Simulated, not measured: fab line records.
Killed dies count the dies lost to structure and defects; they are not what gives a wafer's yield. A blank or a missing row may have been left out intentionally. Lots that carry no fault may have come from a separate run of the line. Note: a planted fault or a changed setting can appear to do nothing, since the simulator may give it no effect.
fab line records    flow n5-finfet
record lots=7  wafers=18  last-day=18
route steps=1938 shown SD_EPI_N@280 PASSIVATION@1936
lots with no fault: from the same line, run without faults
start-h: hours from the record's first day to the start of the lot's first wafer shown    wait-h: hours elapsed since this lot's preceding step    " identical to the entry in the row above    L1.1+2: a single row standing in for several wafers    - no value, or no start given    * or withheld: withheld    < > ~ a bound
route shown NAME@n: names a module that has steps shown in the file, with the first one's number in the route    usual: the fault-free wafers' mean and standard deviation    same: alike in all rows    chamber/n: place in a boat    sites: the reading at each site    _std_site: the standard deviation of these    _edge_site: the outer-site mean with the inner-site mean subtracted    radius-mm: how far each site lies from the wafer's centre    mask NAME#n: copy n    behind: tool/chamber where the wafer was last shaped    hold: cause of the lot's hold/its duration in hours/its outcome    device: the transistor (n, p or np) that didn't switch    end of line: tests of these same wafers at the route's end    step lacking rows: just its recipe    killed: at the first sort, the dies lost to defects and structure; wafer yield is something else    map: the dies of a wafer, with x for killed, . for not killed, _ for no die there
set.NAME: the run value of the setting; set.NAME@STEP: its run value at that earlier step    model.NAME: the simulator's own value behind a step, which no gauge read
lots at selected steps of the route; one table per step, one row per wafer
services: a tool's chamber out of use, with start hour (start-h, from the record's first day; less than 0 if before it), hours out, and reason
## steps
# step N5_SD_EPI_N_STRIP_47
# recipe chemistry=CHF3/O2  resist=SiARC  rf-frequency-hz=6e+07
# step N5_SD_EPI_N_SD_RECESS_17
# recipe chemistry=HBr/Cl2/O2  target-depth-a=410  mask-material=SOC  time-s=23.7  bt-time-s=3  pressure-mtorr=10  icp-w=800  bias-w=112  HBr_flow_sccm=150  Cl2_flow_sccm=80  O2_flow_sccm=12
# usual drypump-motor-current-A=5.53/0.26  oes_o_777_au=1.005/0.014  oes-product-au=1.005/0.017  throttle-valve-pct=37.15/0.2
# same time-s=23.7
lot.wafer  tool       chamber  start-h  wait-h  drypump-motor-current-A  oes_o_777_au  oes-product-au  rf-hours-counter-h  throttle-valve-pct
L746.1     rie-si-04  2        63.19    0.0     5.26                     0.994         1.004           80                  36.93
L746.4     "          3        "        "       5.67                     0.974         0.978           104                 37.05
L746.6     "          0        "        "       5.87                     1.018         1.000           -                   37.07
L750.1     rie-si-04  0        91.10    0.0     5.88                     1.005         1.001           29                  37.09
L750.4     "          1        "        "       5.87                     1.033         1.036           20                  36.90
L750.5     "          3        "        "       5.64                     0.983         0.975           -                   37.05
L756.2     rie-si-05  0        122.44   0.0     5.39                     1.017         1.022           1                   37.33
L756.3     "          1        "        "       5.46                     1.010         1.005           -                   37.30
L756.6     "          1        "        "       5.47                     1.005         0.996           -                   37.30
L757.1     rie-si-05  1        132.46   0.0     5.46                     1.008         0.999           70                  37.30
L757.5     "          0        "        "       5.37                     1.016         1.024           -                   37.34
L758.5     rie-si-04  0        140.65   0.1     5.86                     1.008         1.000           -                   37.11
L758.6     "          1        "        "       5.85                     1.031         1.034           -                   36.89
L760.1     rie-si-05  2        146.55   0.0     5.56                     1.004         0.994           99                  37.21
L760.4     "          1        "        "       5.43                     1.004         1.005           71                  37.30
L766.1     rie-si-05  1        184.70   0.0     5.47                     1.019         0.999           71                  37.28
L766.3     "          0        "        "       5.38                     1.019         1.025           2                   37.33
L766.5     "          1        "        "       5.45                     1.009         1.000           -                   37.29
# step N5_SD_EPI_N_STRIP_38
# recipe chemistry=N2/H2  power-w=1000  temp-c=250  h2-frac=0.65  overash-fraction=0.3  pressure-mtorr=withheld  n2-flow-sccm=1750  h2-flow-sccm=3250
# usual drypump-motor-current-A=5.8/0.52  heater-power-w=353/51  n2-flow-sccm=1750/5.1  oes-product-au=0.763/0.013  temp-c=249.97/0.22
lot.wafer  tool             chamber  start-h  wait-h  drypump-motor-current-A  heater-power-w  n2-flow-sccm  oes-product-au  rf-hours-counter-h  temp-c
L746.1     plasma-asher-01  1        63.28    0.1     6.5                      364             1754          0.749           87                  250.09
L746.4     "                1        "        "       6.6                      354             1752          0.760           -                   250.01
L746.6     "                1        "        "       6.5                      360             1751          0.736           -                   250.12
L750.1     plasma-asher-02  1        91.19    0.1     5.8                      418             1747          0.721           39                  250.27
L750.4     "                1        "        "       5.9                      425             1750          0.783           -                   250.31
L750.5     "                0        "        "       5.1                      358             1751          0.740           -                   249.68
L756.2     plasma-asher-02  1        122.58   0.1     5.8                      417             1756          0.783           45                  249.93
L756.3     "                1        "        "       5.8                      425             1753          0.760           -                   249.83
L756.6     "                0        "        "       5.1                      347             1753          0.758           -                   249.88
L757.1     plasma-asher-01  0        132.56   0.1     6.0                      265             1755          0.763           100                 250.06
L757.5     "                0        "        "       6.0                      270             1754          0.764           -                   249.86
L758.5     plasma-asher-02  0        140.75   0.1     5.1                      345             1753          0.763           -                   249.66
L758.6     "                1        "        "       5.8                      411             1755          0.748           -                   250.09
L760.1     plasma-asher-01  1        146.65   0.1     6.5                      357             1749          0.761           103                 249.99
L760.4     "                0        "        "       6.1                      274             1753          0.777           -                   249.94
L766.1     plasma-asher-01  0        184.80   0.1     6.0                      270             1746          0.774           111                 250.22
L766.3     "                1        "        "       6.5                      347             1758          0.760           -                   249.80
L766.5     "                1        "        "       6.5                      353             1752          0.783           -                   250.15
# step N5_SD_EPI_N_WET_ETCH_43
# recipe chemistry=dHF  dilution=withheld  time-s=14  target=SiO2  target-depth-a=15  temp-c=25
# step N5_SD_EPI_N_STRIP_18
# recipe chemistry=SPM  time-s=750  temp-c=130  h2so4-h2o2-vol-ratio=4
# step N5_SD_EPI_N_SRD_20
# recipe dry=ipa-marangoni  do-ppb=5  time-s=30  temp-c=23  rinse-liquid=diw
# step N5_SD_EPI_N_PRECLEAN_48
# recipe chemistry=NF3:NH3  afs-cycles=2  temp-c=30  time-s=20  sublimation-temp-c=180  sublimation-time-s=60  pressure-torr=3  rf-power-w=30
# step N5_SD_EPI_N_VAPOR_ETCH_50
# recipe chemistry=HCl  target=Si  temp-c=775  time-s=54  pressure-torr=20  mode=isotropic
# usual throttle-valve-pct=11.51/0.26
# same time-s=54
lot.wafer  tool          chamber  start-h  wait-h  throttle-valve-pct
L746.1     epi-rpcvd-04  0        64.11    0.4     11.74
L746.4     "             0        "        "       11.60
L746.6     "             0        "        "       11.73
L750.1     epi-rpcvd-02  0        92.03    0.4     11.55
L750.4     "             0        "        "       12.01
L750.5     "             0        "        "       11.71
L756.2     epi-rpcvd-04  0        123.32   0.3     11.64
L756.3     "             0        "        "       11.71
L756.6     "             0        "        "       11.51
L757.1     epi-rpcvd-02  0        133.29   0.3     11.74
L757.5     "             0        "        "       11.75
L758.5     epi-rpcvd-04  0        141.70   0.2     11.66
L758.6     "             0        "        "       11.65
L760.1     epi-rpcvd-02  0        147.36   0.3     12.20
L760.4     "             0        "        "       11.60
L766.1     epi-rpcvd-03  0        185.51   0.3     11.26
L766.3     "             0        "        "       11.44
L766.5     "             0        "        "       11.16
# step N5_SD_EPI_N_EPI_21
# recipe material=Si:P  dopant=P  temp-c=680  pressure-torr=255  time-s=690
# step N5_SD_EPI_N_EPI_MEAS_23
# recipe mode=xrd
# usual thk-nm=59.1/1.1
lot.wafer  tool           chamber  start-h  wait-h  thk-nm
L746.1     film-metro-01  -        66.63    1.9     59.1
L746.4     "              -        "        "       59.5
L746.6     "              -        "        "       58.9
L750.1     film-metro-01  -        93.98    1.4     58.5
L750.4     "              -        "        "       58.5
L750.5     "              -        "        "       59.1
L756.2     film-metro-01  -        125.19   1.2     59.9
L756.3     "              -        "        "       62.1
L756.6     "              -        "        "       60.9
L757.1     film-metro-01  -        135.19   1.4     61.6
L757.5     "              -        "        "       60.1
L758.5     film-metro-01  -        144.06   0.4     58.5
L758.6     "              -        "        "       58.6
L760.1     film-metro-01  -        149.25   1.4     60.3
L760.4     "              -        "        "       59.2
L766.1     film-metro-01  -        187.40   1.4     58.8
L766.3     "              -        "        "       59.2
L766.5     "              -        "        "       60.3
# step N5_SD_EPI_N_PRECLEAN_24
# recipe chemistry=O3/DIW  time-s=60  temp-c=22  o3-ppm=10
# step N5_SD_EPI_N_SRD_25
# recipe time-s=30  temp-c=23  rinse-liquid=diw  dry=ipa-marangoni
# step N5_SD_EPI_N_PRECLEAN_49
# recipe chemistry=NF3:NH3  afs-cycles=1  temp-c=30  time-s=20  sublimation-temp-c=180  sublimation-time-s=60  pressure-torr=3  rf-power-w=30
# usual temp-c=30.00/0.1  time-s=20/0
lot.wafer  tool              chamber  start-h  wait-h  temp-c  time-s
L746.1     remote-plasma-01  0        66.73    0.0     29.90   20
L746.4     "                 0        "        "       29.83   20
L746.6     "                 0        "        "       29.97   20
L750.1     remote-plasma-02  1        94.09    0.0     29.95   20
L750.4     "                 1        "        "       29.85   20
L750.5     "                 1        "        "       30.02   20
L756.2     remote-plasma-02  0        125.32   0.1     30.10   20
L756.3     "                 0        "        "       30.09   20
L756.6     "                 0        "        "       29.95   20
L757.1     remote-plasma-02  1        135.30   0.0     29.86   26.352
L757.5     "                 1        "        "       29.85   20
L758.5     remote-plasma-02  0        144.28   0.2     29.88   20
L758.6     "                 0        "        "       30.01   26.352
L760.1     remote-plasma-02  1        149.36   0.0     30.09   26.352
L760.4     "                 1        "        "       30.00   20
L766.1     remote-plasma-01  1        187.51   0.0     30.00   20
L766.3     "                 1        "        "       29.98   20
L766.5     "                 1        "        "       29.97   20
# step N5_SD_EPI_N_LINER_46
# recipe material=SiNx  target-thk-a=30  temp-c=400  ald-precursor-family=SiH2I2  ald-co-reactant=N2/H2-plasma  pressure-torr=2
# usual heater-power-w=843/94
lot.wafer  tool        chamber  start-h  wait-h  heater-power-w
L746.1     ald-sin-01  1        66.99    0.2     750
L746.4     "           0        "        "       795
L746.6     "           1        "        "       742
L750.1     ald-sin-02  1        94.29    0.2     821
L750.4     "           0        "        "       755
L750.5     "           3        "        "       834
L756.2     ald-sin-04  1        125.53   0.2     899
L756.3     "           2        "        "       872
L756.6     "           3        "        "       912
L757.1     ald-sin-01  3        135.50   0.2     940
L757.5     "           2        "        "       1044
L758.5     ald-sin-04  3        144.47   0.2     916
L758.6     "           2        "        "       868
L760.1     ald-sin-01  3        149.56   0.2     935
L760.4     "           0        "        "       822
L766.1     ald-sin-01  1        187.73   0.2     737
L766.3     "           2        "        "       1063
L766.5     "           2        "        "       1071
# step N5_PASSIVATION_PROBE_49
# usual killed_at_M0_to_M3=36/11  killed_at_M4_up=14/5.6  killed-at-contacts=11/5.6  killed-at-front-end=40/12  killed-at-other=4/3.2  killed-dies=105/17  killed-open=69/12  killed-short=34/8.4
# same gross-dies=1180  killed-at-back-side=0
lot.wafer  tool       chamber  start-h  wait-h  killed_at_M0_to_M3  killed_at_M4_up  killed-at-contacts  killed-at-front-end  killed-at-other  killed-dies  killed-open  killed-short
L757.1     prober-01  -        382.54   0.0     50                  15               10                  24                   1                100          66           33
L758.5     prober-02  -        397.79   0.2     22                  23               6                   52                   1                104          71           32
# killed by level:class
L757.1 BEOL_M0_SAQP:geometric-particle:short=15 BEOL_M0_SAQP:geometric-particle:open=13 MOL_CONTACT_COAG:geometric-particle:open=8 STI_FIN_REVEAL:geometric-particle:open=7 BEOL_M2:geometric-particle:open=7 BEOL_M1:geometric-particle:open=6 BEOL_M4:geometric-particle:open=5 FIN_SAQP:geometric-particle:open=4
L758.5 FIN_SAQP:geometric-particle:open=17 FIN_SAQP:geometric-particle:short=12 STI_FIN_REVEAL:geometric-particle:open=10 BEOL_M0_SAQP:geometric-particle:open=6 BEOL_M0_SAQP:geometric-particle:short=5 BEOL_M4:geometric-particle:open=5 BEOL_M5:geometric-particle:open=5 DUMMY_GATE:geometric-particle:open=4
## services
tool              chamber  start-h  hours  kind
rie-si-04         0        41.89    2.2    repair
ald-sin-04        -        44.97    2.8    pm
plasma-asher-02   -        46.14    2.1    repair
ald-sin-01        1        48.13    11.9   repair
rie-si-05         0        49.41    -      clean
rie-si-05         0        49.41    15.9   scheduled-down
plasma-asher-02   -        51.01    2.0    repair
epi-rpcvd-04      -        51.45    0.7    repair
epi-rpcvd-03      -        72.76    8.1    pm
ald-sin-02        2        74.33    6.8    repair
ald-sin-01        2        93.51    33.4   repair
ald-sin-02        -        97.52    6.0    pm
rie-si-05         -        106.04   14.6   pm
rie-si-05         3        121.01   25.2   repair
rie-si-05         2        121.05   1.9    repair
ald-sin-01        0        131.12   7.1    repair
epi-rpcvd-02      -        137.77   1.1    repair
remote-plasma-01  -        142.95   1.3    repair
epi-rpcvd-04      -        155.48   2.8    pm
rie-si-05         1        157.93   2.6    repair
epi-rpcvd-04      -        168.48   0.8    pm
ald-sin-02        -        177.90   14.0   pm
rie-si-04         -        184.68   0.5    repair
rie-si-05         -        186.07   0.3    repair
## key
first-sign step=N5_SD_EPI_N_PRECLEAN_49  reading=time-s  direction=up  sigmas=99+  usual=*  struck=*
effect none on later readings
met-at N5_SD_EPI_N_PRECLEAN_49
struck-wafers L757.1,L758.6,L760.1
tester-left-out L757,L758,L760
onset-between 125.32 135.30
fault kind=process-parameter-drift  tool=remote-plasma-02  chamber=-  onset-h=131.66  steps=N5_SD_EPI_N_PRECLEAN_49  channel=time-s  offset=*  shape=step  end-h=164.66  scope=struck-wafers-only  acts-in=*  stated=*
# tester-left-out: of these lots the tester's yield and bins aren't shown, on N5 and GAA mostly nor the transistor test; their killed dies are dies lost to structure and defects alone, not to doping, threshold or leakage, so they don't give the yield
